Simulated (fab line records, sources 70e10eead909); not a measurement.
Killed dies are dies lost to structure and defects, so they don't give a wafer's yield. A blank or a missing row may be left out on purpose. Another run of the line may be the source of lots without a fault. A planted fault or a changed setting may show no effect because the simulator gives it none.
The tool behind it: which one?	flow nand harc	11 lots, 33 wafers sampled, at 3 steps of a route of 1302

WHAT THE GAUGES READ, wafer by wafer
NHARC_P_CONTACT_CD_MEAS_12 targets a cd of 90 nm.
lot	measured	on	cd nm (nm)
L178	day 6 07:26	cd sem-01	90.9 90.2 90.3
L179	day 6 08:17	cd sem-02	90.4 89.1 89.2
L180	day 7 02:38	cd sem-02	91.4 90.0 90.5
L183	day 8 04:49	cd sem-02	89.4 89.5 90.5
L185	day 8 17:31	cd sem-03	90.7 89.8 90.5
L184	day 8 20:20	cd sem-01	90.2 90.8 90.9
L186	day 9 09:34	cd sem-02	90.1 90.8 90.7
L187	day 9 15:47	cd sem-02	90.4 89.6 88.4
L188	day 10 09:59	cd sem-01	90.8 90.8 91.0
L192	day 11 20:22	cd sem-02	79.9 79.0 79.8
L201	day 15 07:12	cd sem-03	90.9 90.4 91.3

WHICH TOOL RAN EACH LOT (tool, then ch and the chambers of the sampled wafers, then the start)
lot	NHARC_P_GATE_STRIP_95	NHARC_P_CONTACT_EXPOSE_09
L178	plasma asher-02 ch 0,1, day 6 03:49	arfi scanner-01 ch 0, day 6 07:17
L179	plasma asher-01 ch 0,1, day 6 04:40	arfi scanner-02 ch 0, day 6 08:09
L180	plasma asher-01 ch 0,1, day 6 23:19	arfi scanner-02 ch 0, day 7 02:29
L183	plasma asher-02 ch 0,1, day 8 01:10	arfi scanner-01 ch 0, day 8 04:40
L185	plasma asher-01 ch 0,1, day 8 14:03	arfi scanner-03 ch 0, day 8 17:22
L184	plasma asher-01 ch 0,1, day 8 16:55	arfi scanner-01 ch 0, day 8 20:11
L186	plasma asher-02 ch 0,1, day 9 06:08	arfi scanner-02 ch 0, day 9 09:26
L187	plasma asher-02 ch 0,1, day 9 12:20	arfi scanner-03 ch 0, day 9 15:39
L188	plasma asher-02 ch 0,1, day 10 06:39	arfi scanner-03 ch 0, day 10 09:51
L192	plasma asher-01 ch 0,1, day 11 17:04	arfi scanner-01 ch 0, day 11 20:13
L201	plasma asher-02 ch 0,1, day 15 03:39	arfi scanner-02 ch 0, day 15 07:04
- NHARC_P_GATE_STRIP_95: strips in O2.
- NHARC_P_CONTACT_EXPOSE_09: exposes mask P CA, target cd 90 nm.

THE ANSWER, worked out from the rows above alone
Rule: what is usual is taken from the lots themselves. The widest of any qualifying gaps counts: lots, ordered by their means at a reading, are off when they make up no more than a third of the lots, leave a main group of 4 or more, and stand apart from it by 3 or more times the standard deviation of that group's means. A main group whose means are all the same, to the digits that the tables above print for the reading, isn't used. A lot without any number at a reading at which 4 lots or more have one is off too. All remaining lots with rows at the step are treated as sound.
Off: L192 (NHARC_P_CONTACT_CD_MEAS_12, cd nm). The main group: mean 90.3 nm, standard deviation 0.49.
If a tool, at a process step before that reading, ran all the lots that are off and no sound lot after the first of them, it fits. Those tools and the gauges at NHARC_P_CONTACT_CD_MEAS_12 are tried in the same way. Can't be told from this: 3 tools fit, plasma asher-01 at NHARC_P_GATE_STRIP_95, arfi scanner-01 at NHARC_P_CONTACT_EXPOSE_09, cd sem-02 at NHARC_P_CONTACT_CD_MEAS_12.

WHAT HAD BEEN PUT IN BY THE SIMULATOR
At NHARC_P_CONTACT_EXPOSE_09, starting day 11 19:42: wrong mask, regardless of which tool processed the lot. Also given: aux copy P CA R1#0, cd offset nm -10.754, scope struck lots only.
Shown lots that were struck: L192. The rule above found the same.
